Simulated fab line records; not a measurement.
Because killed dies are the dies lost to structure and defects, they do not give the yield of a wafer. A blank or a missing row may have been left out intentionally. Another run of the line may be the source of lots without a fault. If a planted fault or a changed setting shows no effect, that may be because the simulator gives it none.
fab line records | flow n5-finfet
[record] lots = 12 wafers = 34 last-day = 17
route steps=1938 shown BEOL_M6@1252 BEOL_M7@1266 PASSIVATION@1936
lots that met no fault: from a run of the same line without faults
start-h: hours from the record's first day to the start of the lot's first wafer shown | wait-h: time in hours since the lot's previous step | " unchanged from the row above | L1.1+2: a row that stands for several wafers | - no value present, or no start provided | * or withheld: withheld | < > ~ a bound
route shown NAME@n: NAME is a module with steps in the file, n the number in the route of the first one | usual: mean/standard deviation taken from wafers without a fault | same: alike in all rows | chamber/n: place in a boat | sites: the reading at each site | _std_site: the standard deviation of these | _edge_site: outer sites' mean less inner sites' | radius-mm: how far each site lies from the wafer's centre | mask NAME#n: copy n | behind: tool/chamber where the wafer was last shaped | hold: cause of the lot's hold/its duration in hours/its outcome | device: which transistor (n, p or np) failed to switch | end of line: the route-end tests of the same wafers | a step given without rows: its recipe and nothing more | killed: the dies lost at the first sort to structure and to defects; this is not the yield of the wafer | map: shows each die of a wafer: x if killed, . if not, _ if none is there
set.NAME: the setting the step ran with; set.NAME@STEP: the setting that earlier step ran with | model.NAME: the simulator's own value behind a step, which no gauge read
a sample of lots followed through the steps of the route, with each step as a table and each wafer as a row
services: a tool's chamber out of use, with start hour (start-h, from the record's first day; less than 0 if before it), hours out, and reason
[[steps]]
[step N5_BEOL_M6_SURFACE_TREAT_79]
[recipe] gas = Ar time-s = * ion-energy-ev = * ion-current-ma-cm2 = 0.5 pressure-mtorr = * ar-flow-sccm = 30
[usual] throttle-valve-pct = *
// columns lot.wafer tool chamber start-h wait-h throttle-valve-pct
L549.2 pvd-sputter-03 - 197.69 0.2 *
L549.5 " - " " *
L550.2 pvd-sputter-01 - 214.43 1.5 *
L550.5 " - " " *
L550.6 " - " " *
L552.1 pvd-sputter-02 - 214.96 0.2 *
L552.4 " - " " *
L552.5 " - " " *
L555.2 pvd-sputter-03 - 226.47 0.2 *
L555.4 " - " " *
L555.5 " - " " *
L554.2 pvd-sputter-03 - 226.51 0.3 *
L554.4 " - " " *
L554.6 " - " " *
L556.1 pvd-sputter-02 - 244.32 0.2 *
L556.4 " - " " *
L556.5 " - " " *
L560.3 pvd-sputter-01 - 263.85 0.2 *
L560.4 " - " " *
L560.5 " - " " *
L562.1 pvd-sputter-02 - 278.48 0.2 *
L562.4 " - " " *
L562.6 " - " " *
L564.4 pvd-sputter-01 - 287.14 0.0 *
L564.6 " - " " *
L566.1 pvd-sputter-03 - 292.53 0.3 *
L566.3 " - " " *
L566.6 " - " " *
L570.1 pvd-sputter-03 - 314.89 0.2 *
L570.3 " - " " *
L570.6 " - " " *
L572.1 pvd-sputter-02 - 332.10 0.2 *
L572.2 " - " " *
L572.3 " - " " *
[step N5_BEOL_M6_THK_MEAS_53]
[recipe] thk-meas-gauge = xrf reads = Cu_of_BEOL_M6_ECD_50
[usual] M6_THK = 80.9/2.1
// columns lot.wafer tool chamber start-h wait-h M6_THK[nm]
L549.2 film-metro-02 - 199.16 - 79.6
L549.5 " - " " 81.9
L550.2 film-metro-01 - 215.71 - 83.4
L550.5 " - " " 86.0
L550.6 " - " " 81.8
L552.1 film-metro-01 - 216.01 - 82.8
L552.4 " - " " 78.1
L552.5 " - " " 81.9
L555.2 film-metro-02 - 227.64 - 80.8
L555.4 " - " " 82.5
L555.5 " - " " 80.9
L554.2 film-metro-02 - 228.08 - 86.3
L554.4 " - " " 82.3
L554.6 " - " " 81.6
L556.1 film-metro-02 - 246.04 - 81.8
L556.4 " - " " 80.0
L556.5 " - " " 82.1
L560.3 film-metro-01 - 265.64 - 78.8
L560.4 " - " " 75.4
L560.5 " - " " 79.1
L562.1 film-metro-02 - 279.85 - 76.8
L562.4 " - " " 82.8
L562.6 " - " " 81.6
L564.4 film-metro-01 - 288.41 - 74.5
L564.6 " - " " 77.2
L566.1 film-metro-01 - 293.67 - 81.6
L566.3 " - " " 83.0
L566.6 " - " " 80.0
L570.1 film-metro-02 - 316.01 - 80.1
L570.3 " - " " 76.5
L570.6 " - " " 79.6
L572.1 film-metro-01 - 333.18 - 78.5
L572.2 " - " " 80.8
L572.3 " - " " 78.9
[step N5_BEOL_M6_INSPECT_58]
[recipe] inspect-instrument = darkfield mode = post-dep
[usual] raw-defect-count = 78/27
// columns lot.wafer tool chamber start-h wait-h raw-defect-count
L549.2 defect-inspect-01 - 199.32 0.0 86
L549.5 " - " " 57
L550.2 defect-inspect-01 - 215.88 0.0 106
L550.5 " - " " 77
L550.6 " - " " 111
L552.1 defect-inspect-01 - 216.20 0.0 37
L552.4 " - " " 57
L552.5 " - " " 82
L555.2 defect-inspect-01 - 227.91 0.0 76
L555.4 " - " " 42
L555.5 " - " " 84
L554.2 defect-inspect-02 - 228.24 0.0 64
L554.4 " - " " 61
L554.6 " - " " 53
L556.1 defect-inspect-02 - 246.20 0.0 90
L556.4 " - " " 104
L556.5 " - " " 83
L560.3 defect-inspect-01 - 265.79 0.0 46
L560.4 " - " " 34
L560.5 " - " " 45
L562.1 defect-inspect-01 - 280.00 0.0 110
L562.4 " - " " 102
L562.6 " - " " 109
L564.4 defect-inspect-02 - 288.57 0.0 108
L564.6 " - " " 86
L566.1 defect-inspect-01 - 293.83 0.0 50
L566.3 " - " " 78
L566.6 " - " " 75
L570.1 defect-inspect-01 - 316.16 0.0 65
L570.3 " - " " 84
L570.6 " - " " 62
L572.1 defect-inspect-02 - 333.34 0.0 77
L572.2 " - " " 82
L572.3 " - " " 78
[step N5_BEOL_M7_PECVD_70]
[recipe] material = SiO2 target-thk-a = 200 temp-c = 400 precursor = TEOS/O2 pressure-torr = 5.5 rf-w = 450 teos-flow-sccm = 53.8 gas = O2 flow-sccm = 3000 time-s = 22.7
[usual] heater-power-w = 659/69 rf-fwd-power-W = 445.6/1.5 showerhead-plenum-p-Torr = 8.78/0.088 throttle-valve-pct = 22.1/1.4
// columns lot.wafer tool chamber start-h wait-h heater-power-w rf-fwd-power-W showerhead-plenum-p-Torr throttle-valve-pct
L549.2 pecvd-04 0 199.97 0.0 619 446.7 8.72 25.1
L549.5 " 2 " " 573 443.9 8.70 21.8
L550.2 pecvd-03 1 216.53 0.0 616 446.9 8.83 20.3
L550.5 " 1 " " 616 446.7 8.82 20.3
L550.6 " 0 " " 698 445.3 8.86 21.7
L552.1 pecvd-02 0 216.95 0.0 781 442.4 8.80 24.0
L552.4 " 0 " " 769 442.3 8.76 24.1
L552.5 " 1 " " 725 445.5 8.78 22.3
L555.2 pecvd-03 0 228.58 0.0 767 445.8 8.88 21.9
L555.4 " 0 " " 785 445.6 8.91 21.9
L555.5 " 2 " " 624 446.3 8.80 21.6
L554.2 pecvd-03 0 229.44 0.0 790 444.2 8.89 22.1
L554.4 " 2 " " 524 444.3 8.78 21.2
L554.6 " 1 " " 578 447.7 8.82 20.5
L556.1 pecvd-02 1 247.24 0.0 604 444.4 8.80 22.4
L556.4 " 2 " " 649 447.2 8.62 21.5
L556.5 " 0 " " 682 445.8 8.77 23.9
L560.3 pecvd-03 1 266.48 0.1 618 447.4 8.80 20.1
L560.4 " 1 " " 625 447.7 8.83 20.4
L560.5 " 1 " " 623 447.6 8.80 20.4
L562.1 pecvd-04 2 280.87 0.0 541 444.0 8.68 22.1
L562.4 " 1 " " 786 444.9 8.91 22.1
L562.6 " 0 " " 600 446.1 8.72 25.3
L564.4 pecvd-03 1 289.25 0.1 580 446.8 8.79 20.4
L564.6 " 0 " " 754 442.7 8.90 21.7
L566.1 pecvd-02 0 294.48 0.0 635 442.0 8.80 23.8
L566.3 " 2 " " 650 448.0 8.63 21.2
L566.6 " 2 " " 628 445.7 8.59 21.6
L570.1 pecvd-02 2 316.82 0.0 639 446.2 8.61 21.2
L570.3 " 1 " " 651 447.5 8.77 22.2
L570.6 " 1 " " 646 447.8 8.79 22.1
L572.1 pecvd-03 2 333.99 0.0 631 445.3 8.79 21.2
L572.2 " 1 " " 608 445.9 8.83 20.6
L572.3 " 0 " " 766 446.4 8.87 21.7
[step N5_BEOL_M7_INSPECT_13]
[recipe] mode = adi inspect-instrument = brightfield
[usual] raw-defect-count = 428/110
// columns lot.wafer tool chamber start-h wait-h raw-defect-count
L549.2 defect-inspect-02 - 200.96 0.0 389
L549.5 " - " " 311
L550.2 defect-inspect-02 - 223.01 0.0 650
L550.5 " - " " 583
L550.6 " - " " 616
L552.1 defect-inspect-02 - 223.09 0.0 361
L552.4 " - " " 309
L552.5 " - " " 395
L555.2 defect-inspect-01 - 231.16 0.0 395
L555.4 " - " " 337
L555.5 " - " " 465
L554.2 defect-inspect-01 - 231.82 0.0 447
L554.4 " - " " 269
L554.6 " - " " 466
L556.1 defect-inspect-02 - 248.35 0.0 505
L556.4 " - " " 463
L556.5 " - " " 657
L560.3 defect-inspect-02 - 268.05 0.0 471
L560.4 " - " " 438
L560.5 " - " " 288
L562.1 defect-inspect-02 - 281.59 0.0 480
L562.4 " - " " 547
L562.6 " - " " 603
L564.4 defect-inspect-02 - 291.27 0.0 529
L564.6 " - " " 456
L566.1 defect-inspect-01 - 295.41 0.0 1113
L566.3 " - " " 1110
L566.6 " - " " 1055
L570.1 defect-inspect-01 - 317.71 0.0 988
L570.3 " - " " 1000
L570.6 " - " " 1102
L572.1 defect-inspect-01 - 336.77 0.0 323
L572.2 " - " " 284
L572.3 " - " " 252
[step N5_PASSIVATION_PROBE_49]
[usual] defect-limited-yield = 91.1/1.4 killed_at_M0_to_M3 = 36/9.9 killed_at_M4_up = 13/5.8 killed-at-contacts = 14/5.9 killed-at-front-end = 39/11 killed-at-other = 3.4/2.9 killed-dies = 105/17 killed-on-rim = 15/3.9 killed-open = 70/13 killed-short = 34/7.3 sort_bin_4_leakage = 0.00/0.0072 sort_bin_5_function = 5.3/1 sort_bin_6_memory = 3.3/0.62 sort-n-pass = 1075/17 sort-yield-pct = 91.1/1.4
[same] gross-dies = 1180 killed-at-back-side = 0 sort_bin_8_speed[%] = 0
// columns lot.wafer tool chamber start-h wait-h defect-limited-yield[%] killed_at_M0_to_M3 killed_at_M4_up killed-at-contacts killed-at-front-end killed-at-other killed-dies killed-on-rim killed-open killed-short sort_bin_4_leakage[%] sort_bin_5_function[%] sort_bin_6_memory[%] sort-n-pass sort-yield-pct[%]
L566.1 prober-02 - 385.70 0.0 81.6 24 151 12 28 2 217 12 57 26 0 11.9 3.7 963 81.6
L566.3 prober-02 - 385.80 0.1 85.2 23 92 17 40 3 175 25 67 24 0 8.1 4.4 1005 85.2
L566.6 prober-02 - 385.95 0.3 86.7 17 94 9 30 7 157 27 55 16 0 8.2 3.1 1023 86.7
L570.1 prober-01 - 400.45 0.0 85.2 32 94 14 35 0 175 40 61 27 0 8.6 3.3 1005 85.2
L570.3 prober-01 - 400.55 0.1 81.5 35 136 20 25 2 218 19 62 33 0 12.1 3.9 962 81.5
L570.6 prober-01 - 400.70 0.3 80.6 41 144 16 26 2 229 15 62 35 0 12.8 4.2 951 80.6
// killed by level:class
L566.1 BEOL_M7:unspecified=132 BEOL_M4:geometric-particle:open=12 STI_FIN_REVEAL:geometric-particle:open=8 MOL_CONTACT_COAG:geometric-particle:open=8 BEOL_M0_SAQP:geometric-particle:short=5 GATE_CUT:geometric-particle:short=4 MOL_CONTACT_COAG:geometric-particle:short=4 BEOL_M0_SAQP:geometric-particle:open=4
L566.3 BEOL_M7:unspecified=82 MOL_CONTACT_COAG:geometric-particle:open=14 STI_FIN_REVEAL:geometric-particle:open=11 FIN_SAQP:geometric-particle:open=7 BEOL_M1:geometric-particle:open=6 BEOL_M2:geometric-particle:open=5 DUMMY_GATE:geometric-particle:open=4 GATE_CUT:geometric-particle:open=4
L566.6 BEOL_M7:unspecified=83 FIN_SAQP:geometric-particle:open=12 MOL_CONTACT_COAG:geometric-particle:open=8 STI_FIN_REVEAL:geometric-particle:open=7 BEOL_M0_SAQP:geometric-particle:short=5 BEOL_M0_SAQP:geometric-particle:open=4 BEOL_M3:geometric-particle:open=3 BEOL_M4:geometric-particle:open=3
L570.1 BEOL_M7:unspecified=84 MOL_CONTACT_COAG:geometric-particle:open=10 STI_FIN_REVEAL:geometric-particle:open=9 BEOL_M0_SAQP:geometric-particle:short=8 FIN_SAQP:geometric-particle:open=7 GATE_CUT:geometric-particle:open=7 BEOL_M3:geometric-particle:open=7 BEOL_M2:geometric-particle:open=6
L570.3 BEOL_M7:unspecified=122 MOL_CONTACT_COAG:geometric-particle:open=14 BEOL_M0_SAQP:geometric-particle:short=13 STI_FIN_REVEAL:geometric-particle:open=7 BEOL_M4:geometric-particle:open=7 MOL_CONTACT_COAG:geometric-particle:short=6 BEOL_M2:geometric-particle:open=6 FIN_SAQP:geometric-particle:open=5
L570.6 BEOL_M7:unspecified=131 MOL_CONTACT_COAG:geometric-particle:open=14 BEOL_M0_SAQP:geometric-particle:short=12 BEOL_M1:geometric-particle:open=9 BEOL_M0_SAQP:geometric-particle:open=7 FIN_SAQP:geometric-particle:short=6 FIN_SAQP:geometric-particle:open=5 BEOL_M3:geometric-particle:open=4
[[services]]
// columns tool chamber start-h hours kind
pecvd-04 - 205.06 9.1 repair
pecvd-02 1 221.97 20.4 repair
pecvd-03 0 262.05 7.4 repair
pecvd-03 2 266.43 2.0 repair
pecvd-04 - 303.32 1.0 repair
pecvd-04 - 319.57 2.8 pm
[[key]]
[first-sign] step = N5_BEOL_M7_INSPECT_13 reading = raw-defect-count direction = up sigmas = 5.8 usual = 428 struck = 1061
[effect] step = N5_PASSIVATION_PROBE_49 reading = killed_at_M4_up direction = up sigmas = 18 usual = 13 struck = 118
[more-kills-born-at] N5_BEOL_M7_PECVD_70@pecvd-02 = 634
met-at N5_BEOL_M7_PECVD_70
struck-lots L566,L570
not-acting-at N5_BEOL_M6_SURFACE_TREAT_79,N5_BEOL_M6_THK_MEAS_53,N5_BEOL_M6_INSPECT_58
onset-between 247.24 294.48
[fault] kind = chamber-particle-source tool = pecvd-02 chamber = - onset-h = 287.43 steps = N5_BEOL_M7_PECVD_70 rate-per-visit-cm2 = 1.0568 end-h = 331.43
